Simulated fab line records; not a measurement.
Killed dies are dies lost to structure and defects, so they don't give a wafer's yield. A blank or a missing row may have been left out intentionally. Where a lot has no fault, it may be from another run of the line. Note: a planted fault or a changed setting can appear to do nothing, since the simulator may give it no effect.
Matching of chambers / flow n5 finfet / 4 sister chambers for N5_SDB_ETCH_18 on rie diel-01
The step etches SOC in N2/H2, target depth 100 nm, overetch 20 nm, time 150 s. 14 wafers are shown with their chamber, then 7 later ones without.

== WAFERS, EACH WITH ITS CHAMBER ==
wafer=L866.2; chamber=1; drypump motor current A (A)=6.4; showerhead plenum p Torr (Torr)=2.58; throttle valve pct (%)=17.30
wafer=L866.5; chamber=0; drypump motor current A (A)=6.7; showerhead plenum p Torr (Torr)=2.63; throttle valve pct (%)=18.05
wafer=L866.6; chamber=1; drypump motor current A (A)=6.4; showerhead plenum p Torr (Torr)=2.58; throttle valve pct (%)=17.29
wafer=L869.1; chamber=0; drypump motor current A (A)=6.7; showerhead plenum p Torr (Torr)=2.63; throttle valve pct (%)=18.06
wafer=L869.3; chamber=2; drypump motor current A (A)=5.3; showerhead plenum p Torr (Torr)=2.52; throttle valve pct (%)=18.03
wafer=L869.5; chamber=1; drypump motor current A (A)=6.4; showerhead plenum p Torr (Torr)=2.58; throttle valve pct (%)=17.30
wafer=L870.1; chamber=3; drypump motor current A (A)=5.5; showerhead plenum p Torr (Torr)=2.52; throttle valve pct (%)=18.05
wafer=L870.2; chamber=2; drypump motor current A (A)=5.3; showerhead plenum p Torr (Torr)=2.52; throttle valve pct (%)=18.04
wafer=L870.4; chamber=1; drypump motor current A (A)=6.4; showerhead plenum p Torr (Torr)=2.58; throttle valve pct (%)=17.32
wafer=L873.2; chamber=3; drypump motor current A (A)=5.5; showerhead plenum p Torr (Torr)=2.52; throttle valve pct (%)=18.04
wafer=L873.4; chamber=1; drypump motor current A (A)=6.4; showerhead plenum p Torr (Torr)=2.58; throttle valve pct (%)=17.33
wafer=L873.6; chamber=1; drypump motor current A (A)=6.4; showerhead plenum p Torr (Torr)=2.58; throttle valve pct (%)=17.33
wafer=L876.1; chamber=1; drypump motor current A (A)=6.5; showerhead plenum p Torr (Torr)=2.57; throttle valve pct (%)=17.32
wafer=L876.4; chamber=2; drypump motor current A (A)=5.3; showerhead plenum p Torr (Torr)=2.52; throttle valve pct (%)=18.05

SIGNATURES (means of the wafers above)
reading=drypump motor current A; chamber 0=6.700; chamber 1=6.414; chamber 2=5.300; chamber 3=5.500; scatter within a chamber=0.0293
reading=showerhead plenum p Torr; chamber 0=2.6300; chamber 1=2.5786; chamber 2=2.5200; chamber 3=2.5200; scatter within a chamber=0.00293
reading=throttle valve pct; chamber 0=18.0550; chamber 1=17.3129; chamber 2=18.0400; chamber 3=18.0450; scatter within a chamber=0.0136
Rule: a wafer's distance from a chamber is the root of the sum, over the readings, of the square of ((its reading less the chamber's mean) divided by the reading's scatter). The wafer belongs to the nearest chamber; if the next one is less than 2 further off, it can't be placed. How the scatter is found: for the shown wafers, subtract from each reading the mean of its chamber, square and add these, divide the total by (wafers less chambers), then take the root.

== WAFERS WITHOUT THEIR CHAMBER ==
wafer=L876.5; drypump motor current A (A)=6.7; showerhead plenum p Torr (Torr)=2.62; throttle valve pct (%)=18.08
wafer=L885.1; drypump motor current A (A)=6.4; showerhead plenum p Torr (Torr)=2.56; throttle valve pct (%)=17.36
wafer=L885.4; drypump motor current A (A)=5.3; showerhead plenum p Torr (Torr)=2.51; throttle valve pct (%)=18.09
wafer=L885.6; drypump motor current A (A)=5.5; showerhead plenum p Torr (Torr)=2.51; throttle valve pct (%)=18.09
wafer=L887.2; drypump motor current A (A)=5.3; showerhead plenum p Torr (Torr)=2.51; throttle valve pct (%)=18.10
wafer=L887.3; drypump motor current A (A)=6.7; showerhead plenum p Torr (Torr)=2.62; throttle valve pct (%)=17.59
wafer=L887.4; drypump motor current A (A)=6.4; showerhead plenum p Torr (Torr)=2.56; throttle valve pct (%)=17.38

== THE CHAMBER EACH PASSED THROUGH ==
wafer=L876.5; from the rows above=0; in truth=0
wafer=L885.1; from the rows above=1; in truth=1
wafer=L885.4; from the rows above=2; in truth=2
wafer=L885.6; from the rows above=3; in truth=3
wafer=L887.2; from the rows above=2; in truth=2
wafer=L887.3; from the rows above=1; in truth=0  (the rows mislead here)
wafer=L887.4; from the rows above=1; in truth=1
6 of 7 placed correctly. Can't be placed from these rows: 0. Placed wrongly: 1.
